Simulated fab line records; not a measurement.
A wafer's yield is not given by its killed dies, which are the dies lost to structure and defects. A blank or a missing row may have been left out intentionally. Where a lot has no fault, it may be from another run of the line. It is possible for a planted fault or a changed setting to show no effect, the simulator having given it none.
Matching of chambers    flow n5Finfet    N5_BEOL_M3_PECVD_72 on pecvd-03 has 3 sister chambers
The step deposits SiO2 from TEOS/O2, target thk 16 nm, time 18 s. 6 wafers are shown with their chamber, then 8 later ones without.

## WAFERS PAIRED WITH THEIR CHAMBERS
wafer   chamber  throttleValvePct (%)  showerheadPlenumPTorr (Torr)
L083.3  0        23.8                  8.87
L083.5  2        20.0                  8.83
L087.4  2        20.1                  8.84
L087.5  1        23.8                  8.68
L087.6  0        23.6                  8.90
L086.2  1        23.4                  8.70

## WAFERS WITH NO CHAMBER GIVEN
wafer   throttleValvePct (%)  showerheadPlenumPTorr (Torr)
L086.5  20.1                  8.81
L086.6  23.9                  8.88
L088.1  20.1                  8.83
L088.2  23.8                  8.65
L088.4  23.8                  8.87
L095.1  23.9                  8.70
L095.4  23.6                  8.67
L095.5  24.2                  8.89

## THE CHAMBER EACH PASSED THROUGH
wafer   from the rows above  in truth
L086.5  2                    2
L086.6  0                    0
L088.1  2                    2
L088.2  1                    1
L088.4  0                    0
L095.1  1                    1
L095.4  1                    1
L095.5  0                    0
Correctly placed: 8 of 8. Left unplaced by these rows: 0. Wrongly placed: 0.
How it was worked out, from the rows above alone: a wafer's distance from a chamber is the root of the sum, over the readings, of the square of ((its reading less the chamber's mean) divided by the reading's scatter). If the next closest chamber is less than 2 further off than the closest, the wafer can't be placed; otherwise it belongs to the closest. Each chamber's mean is taken over the wafers shown for it. The scatter is the square root of a quotient: the sum, over the shown wafers, of each reading's squared deviation from its chamber's mean, divided by wafers minus chambers.
